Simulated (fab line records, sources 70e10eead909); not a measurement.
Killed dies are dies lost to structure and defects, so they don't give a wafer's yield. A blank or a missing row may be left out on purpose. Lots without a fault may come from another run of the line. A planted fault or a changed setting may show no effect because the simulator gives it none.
One fault seen from 3 desks | flow nand_harc | each desk has only its own numbers; what lay behind them comes last

THE TOOL OWNER'S DESK: arfi_scanner-01
The tool's own readings at NHARC_P_M2_EXPOSE_06 (exposes mask P M2, target cd 170 nm): means of the sampled wafers that have a number, for each lot that ran on this tool. A lot is out of limits, marked OUT, if its mean lies more than 4 standard deviations from the usual mean; the brackets give that distance.
Columns: A = exposure_dose_mJ_cm2 at NHARC_P_M2_EXPOSE_06, usual 80.73
lot  | first seen here | A
L477 | day 7 03:53     | 80.71
L480 | day 7 18:37     | 80.73
L487 | day 9 10:14     | 80.71
L485 | day 9 11:17     | 49.56 (-99 or more) OUT
L486 | day 9 11:56     | 55.70 (-99 or more) OUT
This desk's finding: out of limits on L485, L486; first on L485, day 9 11:17 (exposure_dose_mJ_cm2 at NHARC_P_M2_EXPOSE_06). In limits: L477, L480, L487.

THE DEFECT DESK
What the inspections along the route counted, lot by lot: means of the sampled wafers that have a number. A lot is out of limits, marked OUT, if its mean lies more than 4 standard deviations from the usual mean; the brackets give that distance.
Columns: A = raw_defect_count at NHARC_P_M1_INSPECT_27, usual 302
lot  | first seen here | A
L473 | day 6 12:02     | 320
L474 | day 6 12:38     | 330
L476 | day 6 20:54     | 278
L477 | day 7 02:47     | 288
L480 | day 7 17:24     | 456
L479 | day 7 18:40     | 244
L481 | day 8 09:32     | 170
L482 | day 8 10:01     | 343
L487 | day 9 09:00     | 266
L485 | day 9 10:06     | 340
L486 | day 9 10:47     | 236
L488 | day 10 09:29    | 195
L495 | day 11 14:44    | 348
L496 | day 11 15:03    | 325
This desk's finding: nothing out of limits on any of the 14 lots.

THE METROLOGY DESK
What the gauges read, lot by lot, whatever tool the lot ran on: means of the sampled wafers that have a number. A lot is out of limits, marked OUT, if its mean lies more than 4 standard deviations from the usual mean; the brackets give that distance.
Columns: A = cd_nm at NHARC_P_M2_CD_MEAS_09, usual 169.7 nm
lot  | first seen here | A
L473 | day 6 13:24     | 168.9
L474 | day 6 14:01     | 171.0
L476 | day 6 22:18     | 168.8
L477 | day 7 04:02     | 168.9
L480 | day 7 18:46     | 171.2
L479 | day 7 20:04     | 169.8
L481 | day 8 10:49     | 169.7
L482 | day 8 11:16     | 169.5
L487 | day 9 10:23     | 169.2
L485 | day 9 11:26     | 141.0 (-36) OUT
L486 | day 9 12:04     | 147.9 (-27) OUT
L488 | day 10 10:52    | 168.6
L495 | day 11 16:28    | 169.3
L496 | day 11 16:30    | 170.9
This desk's finding: out of limits on L485, L486; first on L485, day 9 11:26 (cd_nm at NHARC_P_M2_CD_MEAS_09). In limits: L473, L474, L476, L477, L480, L479, L481, L482, L487, L488, L495, L496.

PUT TOGETHER
The tool owner's desk could have raised an alarm at day 9 11:17, on L485, L486.
The metrology desk could have raised an alarm at day 9 11:26, on L485, L486.
The defect desk saw nothing out of limits.
The defect desk has L485, L486 on record, within its limits.
Of the lots named, all ran NHARC_P_M2_EXPOSE_06 on arfi_scanner-01.

WHAT THE SIMULATOR HAD PUT IN
Process parameter drift: arfi_scanner-01, from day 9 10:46 on, at NHARC_P_M2_EXPOSE_06. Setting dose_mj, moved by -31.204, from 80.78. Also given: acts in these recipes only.
Lots struck among those shown: L485, L486.
Hours from the fault's start to each desk's first reading out of limits: the tool owner's desk, 1; the metrology desk, 1.
